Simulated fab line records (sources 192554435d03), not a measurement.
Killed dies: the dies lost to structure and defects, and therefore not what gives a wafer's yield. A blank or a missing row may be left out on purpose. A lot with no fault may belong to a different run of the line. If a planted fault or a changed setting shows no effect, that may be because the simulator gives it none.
Matching of chambers || flow n5_finfet || N5_BEOL_M5_PRE_CLEAN_77 on cvd_co-01 has 3 sister chambers
The step time 15 s. 6 wafers are shown with their chamber, then 12 later ones without.

WAFERS WITH THEIR CHAMBER
{"wafer": "L086.2", "chamber": 1, "heater_power_w (W)": 82}
{"wafer": "L088.5", "chamber": 0, "heater_power_w (W)": 108}
{"wafer": "L088.6", "chamber": 2, "heater_power_w (W)": 78}
{"wafer": "L087.1", "chamber": 2, "heater_power_w (W)": 80}
{"wafer": "L087.2", "chamber": 1, "heater_power_w (W)": 81}
{"wafer": "L087.3", "chamber": 0, "heater_power_w (W)": 107}

WAFERS WHOSE CHAMBER IS MISSING
{"wafer": "L087.4", "heater_power_w (W)": 112}
{"wafer": "L087.5", "heater_power_w (W)": 80}
{"wafer": "L087.6", "heater_power_w (W)": 83}
{"wafer": "L092.4", "heater_power_w (W)": 77}
{"wafer": "L092.5", "heater_power_w (W)": 83}
{"wafer": "L092.6", "heater_power_w (W)": 108}
{"wafer": "L090.2", "heater_power_w (W)": 110}
{"wafer": "L090.3", "heater_power_w (W)": 84}
{"wafer": "L090.4", "heater_power_w (W)": 82}
{"wafer": "L096.3", "heater_power_w (W)": 107}
{"wafer": "L096.5", "heater_power_w (W)": 110}
{"wafer": "L096.6", "heater_power_w (W)": 64}

CHAMBER TAKEN BY EACH
{"wafer": "L087.4", "from the rows above": 0, "in truth": 0}
{"wafer": "L087.5", "from the rows above": "can't be placed: 2 or 1", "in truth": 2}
{"wafer": "L087.6", "from the rows above": 1, "in truth": 1}
{"wafer": "L092.4", "from the rows above": 2, "in truth": 2}
{"wafer": "L092.5", "from the rows above": 1, "in truth": 1}
{"wafer": "L092.6", "from the rows above": 0, "in truth": 0}
{"wafer": "L090.2", "from the rows above": 0, "in truth": 0}
{"wafer": "L090.3", "from the rows above": 1, "in truth": 1}
{"wafer": "L090.4", "from the rows above": 1, "in truth": 1}
{"wafer": "L096.3", "from the rows above": 0, "in truth": 0}
{"wafer": "L096.5", "from the rows above": 0, "in truth": 0}
{"wafer": "L096.6", "from the rows above": 2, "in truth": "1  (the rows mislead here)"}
Placed correctly: 10 of 12. Can't be placed from these rows: 1 (the true chamber is among the candidates in 1). Wrongly placed: 1.
How it was worked out, from the rows above alone: a wafer's distance from a chamber is the root of the sum, over the readings, of the square of ((its reading less the chamber's mean) divided by the reading's scatter). The wafer belongs to the nearest chamber; if the next one is less than 2 further off, it can't be placed. The mean given for a chamber averages the wafers shown for that chamber. The scatter: the root of (the sum of the squares of (reading less its chamber's mean) over the shown wafers, divided by (wafers less chambers)).
